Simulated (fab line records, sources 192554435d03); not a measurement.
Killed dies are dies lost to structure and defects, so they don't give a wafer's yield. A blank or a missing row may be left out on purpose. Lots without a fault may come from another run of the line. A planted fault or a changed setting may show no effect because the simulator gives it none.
Chamber matching | flow n5_finfet | N5_MOL_CONTACT_COAG_ETCH_65 on rie_diel-01: 4 sister chambers
The step etches underlayer in N2/H2, target depth 13 nm, time 10.4 s. 14 wafers are shown with their chamber, then 7 later ones without.

WAFERS WITH THEIR CHAMBER
wafer  | chamber | drypump_motor_current_A (A) | showerhead_plenum_p_Torr (Torr) | throttle_valve_pct (%)
L075.1 | 1       | 6.5                         | 2.51                            | 17.59
L075.2 | 3       | 5.1                         | 2.33                            | 17.47
L075.6 | 0       | 6.2                         | 2.44                            | 17.81
L078.2 | 3       | 5.1                         | 2.33                            | 17.50
L078.3 | 0       | 6.2                         | 2.44                            | 17.81
L078.6 | 0       | 6.2                         | 2.44                            | 17.80
L084.1 | 1       | 6.4                         | 2.50                            | 17.60
L084.3 | 2       | 5.4                         | 2.63                            | 17.95
L084.4 | 3       | 5.1                         | 2.32                            | 17.51
L086.2 | 2       | 5.4                         | 2.62                            | 17.97
L086.4 | 3       | 5.1                         | 2.32                            | 17.53
L086.5 | 3       | 5.1                         | 2.32                            | 17.51
L092.1 | 3       | 5.1                         | 2.31                            | 17.54
L092.2 | 2       | 5.4                         | 2.62                            | 17.97

SIGNATURES (means of the wafers above)
reading                  | chamber 0 | chamber 1 | chamber 2 | chamber 3 | scatter within a chamber
drypump_motor_current_A  | 6.200     | 6.450     | 5.400     | 5.100     | 0.0224
showerhead_plenum_p_Torr | 2.4400    | 2.5050    | 2.6233    | 2.3217    | 0.00632
throttle_valve_pct       | 17.8067   | 17.5950   | 17.9633   | 17.5100   | 0.0184
Rule: a wafer's distance from a chamber is the root of the sum, over the readings, of the square of ((its reading less the chamber's mean) divided by the reading's scatter). The wafer belongs to the nearest chamber; if the next one is less than 2 further off, it can't be placed. The scatter: the root of (the sum of the squares of (reading less its chamber's mean) over the shown wafers, divided by (wafers less chambers)).

WAFERS WITHOUT THEIR CHAMBER
wafer  | drypump_motor_current_A (A) | showerhead_plenum_p_Torr (Torr) | throttle_valve_pct (%)
L092.4 | 6.2                         | 2.43                            | 17.86
L096.2 | 5.1                         | 2.31                            | 17.55
L096.5 | 6.5                         | 2.49                            | 17.64
L096.6 | 5.4                         | 2.62                            | 17.99
L097.1 | 5.1                         | 2.31                            | 17.55
L097.5 | 5.2                         | 2.31                            | 17.54
L097.6 | 6.5                         | 2.49                            | 17.65

WHICH CHAMBER EACH WENT THROUGH
wafer  | from the rows above | in truth
L092.4 | 0                   | 0
L096.2 | 3                   | 3
L096.5 | 1                   | 1
L096.6 | 2                   | 2
L097.1 | 3                   | 3
L097.5 | 3                   | 3
L097.6 | 1                   | 1
Placed correctly: 7 of 7. Can't be placed from these rows: 0. Placed wrongly: 0.
